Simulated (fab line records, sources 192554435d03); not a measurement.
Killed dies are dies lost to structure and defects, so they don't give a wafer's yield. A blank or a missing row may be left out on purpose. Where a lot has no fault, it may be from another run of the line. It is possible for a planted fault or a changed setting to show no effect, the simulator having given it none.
Matching of chambers | flow n5Finfet | N5_PMOS_HMC_CHANNEL_EPI_ETCH_38 on rieSi-05 has 4 sister chambers
The step etches SiO2 in CF4, target depth 1.5 nm. 20 wafers are shown with their chamber, then 10 later ones without.

## WAFERS PAIRED WITH THEIR CHAMBERS
wafer  | chamber | drypumpMotorCurrentA (A) | throttleValvePct (%) | oesProductAu (a.u.)
L075.3 | 1       | 5.3                      | 21.98                | 1.011
L075.4 | 0       | 5.7                      | 21.62                | 1.026
L075.5 | 1       | 5.3                      | 21.98                | 1.012
L076.2 | 2       | 5.3                      | 21.91                | 1.003
L076.4 | 0       | 5.7                      | 21.63                | 1.015
L076.6 | 1       | 5.3                      | 21.98                | 0.998
L080.1 | 1       | 5.3                      | 21.99                | 1.008
L080.3 | 0       | 5.7                      | 21.63                | 1.025
L080.6 | 0       | 5.7                      | 21.62                | 1.014
L082.1 | 2       | 5.3                      | 21.91                | 1.015
L082.4 | 1       | 5.3                      | 21.97                | 1.000
L082.6 | 2       | 5.2                      | 21.91                | 1.010
L083.1 | 2       | 5.3                      | 21.92                | 1.006
L083.2 | 1       | 5.3                      | 21.98                | 1.008
L083.4 | 3       | 6.6                      | 21.61                | 1.016
L086.1 | 2       | 5.3                      | 21.91                | 1.003
L086.2 | 3       | 6.6                      | 21.62                | 1.014
L086.4 | 1       | 5.3                      | 21.97                | 1.011
L088.2 | 2       | 5.3                      | 21.92                | 1.002
L088.3 | 3       | 6.6                      | 21.62                | 1.014

SIGNATURES, as means of the wafers listed above
reading              | chamber 0 | chamber 1 | chamber 2 | chamber 3 | scatter within a chamber
drypumpMotorCurrentA | 5.700     | 5.300     | 5.283     | 6.600     | 0.0228
throttleValvePct     | 21.6250   | 21.9786   | 21.9133   | 21.6167   | 0.00605
oesProductAu         | 1.02000   | 1.00686   | 1.00650   | 1.01467   | 0.00526
Rule: for a wafer and a chamber, the distance is found by dividing, reading by reading, the gap between the wafer's reading and the chamber's mean by the reading's scatter, squaring, summing and taking the root. The wafer belongs to the nearest chamber; if the next one is less than 2 further off, it can't be placed. The scatter: take each reading less its chamber's mean, square it, sum over the shown wafers, divide by the number of wafers less the number of chambers, and take the root.

## WAFERS WHOSE CHAMBER IS MISSING
wafer  | drypumpMotorCurrentA (A) | throttleValvePct (%) | oesProductAu (a.u.)
L088.5 | 5.3                      | 21.98                | 1.010
L091.4 | 5.7                      | 21.64                | 1.008
L091.5 | 5.7                      | 21.63                | 1.009
L091.6 | 5.3                      | 21.98                | 0.985
L095.1 | 5.7                      | 21.64                | 1.023
L095.3 | 6.6                      | 21.62                | 1.021
L095.4 | 5.3                      | 21.90                | 1.014
L097.1 | 5.3                      | 21.99                | 1.012
L097.4 | 6.6                      | 21.60                | 1.027
L097.5 | 6.6                      | 21.61                | 1.022

## WHICH CHAMBER EACH ONE RAN IN
wafer  | from the rows above | in truth
L088.5 | 1                   | 1
L091.4 | 0                   | 0
L091.5 | 0                   | 0
L091.6 | 1                   | 1
L095.1 | 0                   | 0
L095.3 | 3                   | 3
L095.4 | 2                   | 2
L097.1 | 1                   | 1
L097.4 | 3                   | 3
L097.5 | 3                   | 3
10 of 10 placed correctly. Can't be placed from these rows: 0. Number placed wrongly: 0.
